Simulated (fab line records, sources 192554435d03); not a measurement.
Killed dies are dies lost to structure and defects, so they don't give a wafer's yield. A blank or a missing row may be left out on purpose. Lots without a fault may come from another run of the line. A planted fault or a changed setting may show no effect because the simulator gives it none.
A struck lot beside a sound one | flow n5_finfet | 38 steps out of a route of 1938
Sound: wafers L655.3, L655.4, L655.6. Struck: wafers L659.2, L659.3. (L659.1 of the same lot was not struck and is left out.) The cause comes at the end.
At each step with rows: each side's tool, then ch and its chambers, then its first start. Under that, the readings that differ: sound wafers | struck wafers | difference of the means | sigmas: that difference in standard deviations of wafers without a fault.
alike: readings whose means differ by less than 2 such deviations, and words and numbers that are the same on both sides. not compared: withheld readings, readings that some wafer has no value for, bounds like >300 that may hide the same value, and numbers for which the record gives no deviation and whose values overlap.
The two part at a step that has a row with sigmas, a row that says differs or no value, or rows on one side only. Numbers that don't overlap but have no deviation are shown without sigmas and don't part them. A reading that every wafer of one side lacks parts them only if that side has two wafers or more.

first, 11 steps without rows for these wafers: N5_FIN_SAQP_DESCUM_21 (chemistry O2, time 7.9 s); N5_FIN_SAQP_ETCH_51 (etches SiARC in CF4, target depth 45.5 nm, time 75.8 s); N5_FIN_SAQP_ETCH_52 (etches SOC in N2/H2, target depth 100 nm, overetch 20 nm, time 150 s); N5_FIN_SAQP_STRIP_53 (strips in N2/H2); N5_FIN_SAQP_HM_OPEN_73 (chemistry CHF3/O2, target SiO2, stops on a-Si, target depth 12 nm, time 16.8 s); N5_FIN_SAQP_STRIP_74 (strips in CHF3/O2); N5_FIN_SAQP_MANDREL_ETCH_22 (etches a-Si in HBr/Cl2, stops on SiNx, target depth 60 nm, bt time 10 s, time 30 s); N5_FIN_SAQP_STRIP_55 (strips in N2/H2); N5_FIN_SAQP_STRIP_23 (strips in SPM, time 750 s); N5_FIN_SAQP_SRD_66 (time 30 s); N5_FIN_SAQP_RECESS_75 (chemistry HF/NH3, target SiO2, target depth 14.4 nm, afs cycles 3, sublimation time 60 s).
N5_FIN_SAQP_SPACER1_ALD_24: deposits SiO2, target thk 20.3 nm, pulse time 1 s, purge time 2 s.
  sound on ald_sin-02 ch 0,1,2, day 1 23:05; struck on ald_sin-02 ch 1,3, day 2 23:52
  reading                                           | sound             | struck      | difference | sigmas
  ald_cycles                                        | 218 218 218       | 345 345     | +127       |
  precursor_pulse_height_rel                        | 1.034 1.025 1.006 | 0.980 0.976 | -0.044     | -2
  model.SiO2_of_FIN_SAQP_SPACER1_ALD_24.thk_nm (nm) | 20.2 20.2 20.2    | 32 32       | +12        |
  alike: heater_power_w
then, 1 step without rows for these wafers: N5_FIN_SAQP_SPACER1_ETCHBACK_25 (etches SiO2 in CHF3/O2, target depth 24.4 nm, time 12.2 s).
N5_FIN_SAQP_MANDREL1_REMOVE_56: chemistry HBr/Cl2/O2, target a-Si, stops on SiNx, bt time 10 s.
  sound on rie_si-03 ch 1,3, day 1 23:58; struck on rie_si-03 ch 0,3, day 3 00:40
  reading                        | sound             | struck        | difference | sigmas
  chamber_pressure_mTorr (mTorr) | 9.988 9.984 9.995 | 10.000 10.012 | +0.017     | +2
  model.FIN_SAQP.cd_nm (nm)      | 20 20.2 20.2      | 31.8 32       | +11.8      |
  alike: drypump_motor_current_A, mfc_cl2_sccm, oes_product_au, throttle_valve_pct
  not compared: rf_hours_counter_h
N5_FIN_SAQP_CD_MEAS_27: target cd 20 nm.
  sound on cd_sem-03 ch 0, day 2 00:05; struck on cd_sem-02 ch 0, day 3 00:47
  reading    | sound             | struck      | difference | sigmas
  cd_nm (nm) | 20.03 20.26 20.18 | 31.88 31.97 | +11.77     | +53
then, 21 steps without rows for these wafers: N5_FIN_SAQP_ETCH_57 (etches SiNx in CH3F/O2, target depth 32.5 nm, time 46.4 s); N5_FIN_SAQP_ETCH_65 (etches SiO2 in CF4, target depth 4 nm, time 4.4 s); N5_FIN_SAQP_MANDREL_ETCH_58 (etches a-Si in HBr/Cl2, stops on SiNx, target depth 45 nm, bt time 10 s, time 27 s); N5_FIN_SAQP_RECESS_63 (chemistry HF/NH3, target SiO2, target depth 18 nm, afs cycles 3, sublimation time 60 s); N5_FIN_SAQP_COAT_68 (time 60 s, resist thk 100 nm); N5_FIN_SAQP_ETCH_69 (etches SOC in N2/H2, stops on SiNx, target depth 150 nm); N5_FIN_SAQP_ETCH_67 (etches SiNx in CH3F/O2, target depth 30 nm); N5_FIN_SAQP_STRIP_70 (strips in N2/H2); N5_FIN_SAQP_RECESS_71 (chemistry HF/NH3, target SiO2, target depth 3 nm, afs cycles 1, sublimation time 60 s); N5_FIN_SAQP_SPACER2_ALD_28 (deposits SiO2, target thk 8.1 nm, pulse time 1 s, purge time 2 s); N5_FIN_SAQP_SPACER2_ETCHBACK_29 (etches SiO2 in CHF3/O2, target depth 12.2 nm, time 6.1 s); N5_FIN_SAQP_MANDREL2_REMOVE_60 (chemistry HBr/Cl2/O2, target a-Si, stops on SiNx, bt time 10 s); N5_FIN_SAQP_HM_OPEN_33 (chemistry CH3F/O2, target SiNx, target depth 49.4 nm, time 70.6 s); N5_FIN_SAQP_ETCH_34 (etches SiO2 in C4F6/O2, target depth 45 nm, time 15 s); N5_FIN_SAQP_STRIP_77 (strips in N2/H2, time 90 s); N5_FIN_SAQP_ETCH_64 (etches SiO2 in CF4, target depth 1.5 nm); N5_FIN_SAQP_FIN_ETCH_36 (etches the open film in HBr/Cl2/O2, target depth 120 nm, time 50.4 s); N5_FIN_SAQP_PRECLEAN_38 (cleans in O3/DIW, time 45 s); N5_FIN_SAQP_PRECLEAN_45 (cleans in dHF, time 10 s); N5_FIN_SAQP_SRD_39 (time 30 s); N5_FIN_CUT_COAT_18 (time 60 s, resist thk 230 nm).
N5_BEOL_M4_RC_MEAS_101:
  the record has rows for the sound wafers here (prober-02 ch 0, day 7 21:17) and none for the struck ones
-- the record jumps here: 11 days lie between the struck wafers' starts before and after (it left off in module BEOL_M4 and takes up again in module PASSIVATION, whose first step shown is number 1936 of the route) --
N5_PASSIVATION_PROBE_49:
  the record has rows for the struck wafers here (prober-01, day 13 23:09) and none for the sound ones

WHERE THEY PART
First at N5_FIN_SAQP_SPACER1_ALD_24; last, within this record, at N5_PASSIVATION_PROBE_49.

WHY: what the simulator had put in
Process parameter drift: ald_sin-02, from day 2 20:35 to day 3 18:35, at N5_FIN_SAQP_SPACER1_ALD_24. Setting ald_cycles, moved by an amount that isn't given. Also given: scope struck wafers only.
